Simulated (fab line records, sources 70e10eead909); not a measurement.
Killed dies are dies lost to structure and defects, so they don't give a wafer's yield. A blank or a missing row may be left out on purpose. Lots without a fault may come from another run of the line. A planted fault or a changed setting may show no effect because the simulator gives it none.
Which tool did it? | flow nand_harc | 6 lots, 18 wafers sampled, at 2 steps of a route of 1302

WHAT THE GAUGES READ, wafer by wafer
NHARC_P_GATE_INSPECT_28.
lot  | measured     | on                | raw_defect_count
L219 | day 6 03:41  | defect_inspect-02 | 10 9 5
L221 | day 6 14:09  | defect_inspect-02 | 734 6 10
L229 | day 9 23:31  | defect_inspect-02 | 8 4 3
L232 | day 11 06:14 | defect_inspect-01 | 7 6 2
L235 | day 12 14:09 | defect_inspect-01 | 8 6 5
L240 | day 15 01:15 | defect_inspect-02 | 2 5 2

WHICH TOOL RAN EACH LOT (tool, then ch and the chambers of the sampled wafers, then the start)
lot  | NHARC_P_STI_STRIP_24
L219 | wet_bench-02 ch 2,4,6, day 4 17:46
L221 | wet_bench-06 ch 1,6,7, day 5 07:12
L229 | wet_bench-06 ch 2,6,7, day 8 13:58
L232 | wet_bench-06 ch 1,2,6, day 10 00:17
L235 | wet_bench-05 ch 1,2,3, day 11 03:11
L240 | wet_bench-06 ch 2,4,6, day 13 13:57
- NHARC_P_STI_STRIP_24: strips Si3N4 in H3PO4.

THE ANSWER, worked out from the rows above alone
Rule: what is usual is taken from the lots themselves. Put in order of their means at a reading, lots are off if they are a third of the lots or fewer, leave a main group of 4 or more, and stand apart from it by a gap of 3 or more times the standard deviation of the main group's means; of several such gaps the widest counts. A main group whose means are all the same, to the digits that the tables above print for the reading, isn't used. A lot without any number at a reading at which 4 lots or more have one is off too. The other lots that the step has rows for count as sound.
Off: L221, at NHARC_P_GATE_INSPECT_28 (raw_defect_count). The main group: mean 5.5, standard deviation 1.7.
A tool fits if, at a process step before that reading, it ran every lot that is off, and no sound lot after the first of them. The gauges at NHARC_P_GATE_INSPECT_28 are tried like those tools. None of those tried fits.

WHAT THE SIMULATOR HAD PUT IN
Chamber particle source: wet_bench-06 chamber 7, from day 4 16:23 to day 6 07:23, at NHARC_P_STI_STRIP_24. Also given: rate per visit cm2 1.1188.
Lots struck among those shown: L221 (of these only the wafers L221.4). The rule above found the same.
